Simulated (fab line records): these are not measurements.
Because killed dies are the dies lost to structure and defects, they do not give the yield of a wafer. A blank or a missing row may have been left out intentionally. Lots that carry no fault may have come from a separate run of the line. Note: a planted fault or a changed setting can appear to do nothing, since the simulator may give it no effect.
Which tool is to blame? / flow nand harc / 45 wafers sampled from 15 lots at 1 step of a route of 1302

WHAT THE GAUGES READ, wafer by wafer
NHARC_P_BONDPAD_OVL_MEAS_38.
lot=L622; measured=day 6 21:10; on=overlay-02; overlay x nm (nm)=9 9 9; overlay y nm (nm)=4 4 4
lot=L624; measured=day 7 08:12; on=overlay-02; overlay x nm (nm)=2 1 1; overlay y nm (nm)=-7 -7 -8
lot=L625; measured=day 7 23:31; on=overlay-02; overlay x nm (nm)=4 3 3; overlay y nm (nm)=-6 -6 -7
lot=L627; measured=day 8 15:19; on=overlay-01; overlay x nm (nm)=6 6 6; overlay y nm (nm)=-3 -2 -2
lot=L628; measured=day 9 05:23; on=overlay-02; overlay x nm (nm)=0 0 0; overlay y nm (nm)=-7 -7 -6
lot=L629; measured=day 9 10:59; on=overlay-02; overlay x nm (nm)=-2 -3 -3; overlay y nm (nm)=-5 -5 -4
lot=L630; measured=day 9 23:08; on=overlay-02; overlay x nm (nm)=-1 -2 -1; overlay y nm (nm)=2 2 1
lot=L638; measured=day 13 02:46; on=overlay-02; overlay x nm (nm)=2 2 2; overlay y nm (nm)=9 9 9
lot=L639; measured=day 13 21:06; on=overlay-01; overlay x nm (nm)=8 8 8; overlay y nm (nm)=-3 -3 -3
lot=L640; measured=day 14 03:22; on=overlay-02; overlay x nm (nm)=0 -1 0; overlay y nm (nm)=-6 -6 -6
lot=L641; measured=day 14 15:26; on=overlay-01; overlay x nm (nm)=0 0 0; overlay y nm (nm)=3 2 3
lot=L643; measured=day 15 06:55; on=overlay-01; overlay x nm (nm)=-4 -4 -5; overlay y nm (nm)=-2 -2 -2
lot=L642; measured=day 15 08:01; on=overlay-01; overlay x nm (nm)=6 6 6; overlay y nm (nm)=-7 -8 -7
lot=L644; measured=day 16 01:43; on=overlay-02; overlay x nm (nm)=0 0 0; overlay y nm (nm)=9 9 9
lot=L645; measured=day 16 04:35; on=overlay-01; overlay x nm (nm)=6 5 5; overlay y nm (nm)=2 2 2

TOOL THAT RAN EACH LOT (tool first, then ch and the chambers of the sampled wafers, then the start)
The record holds no process step before these readings.

WHAT THE TOOLS THEMSELVES READ (means of the sampled wafers that have a number; where no wafer has one, the mark that the record gives instead)
The record holds no such reading with a usual standard deviation.

THE ANSWER, worked out from the rows above alone
Rule: usual is defined by the lots themselves. The widest of any qualifying gaps counts: lots, ordered by their means at a reading, are off when they make up no more than a third of the lots, leave a main group of 4 or more, and stand apart from it by 3 or more times the standard deviation of that group's means. If all means in a main group match to the digits the tables above print for the reading, that group is not used. Also off: a lot with no number at a reading for which 4 or more lots have one. The other lots that the step has rows for count as sound. After the gauges, taken in route order, come the tools' own readings; for these a lot's mean is taken, as printed above. At the first step where some lot is off, the reading lying furthest off is the one used; lots without a number count as furthest.
None of the lots is off at any reading shown; this tells nothing.

WHAT HAD BEEN PUT IN BY THE SIMULATOR
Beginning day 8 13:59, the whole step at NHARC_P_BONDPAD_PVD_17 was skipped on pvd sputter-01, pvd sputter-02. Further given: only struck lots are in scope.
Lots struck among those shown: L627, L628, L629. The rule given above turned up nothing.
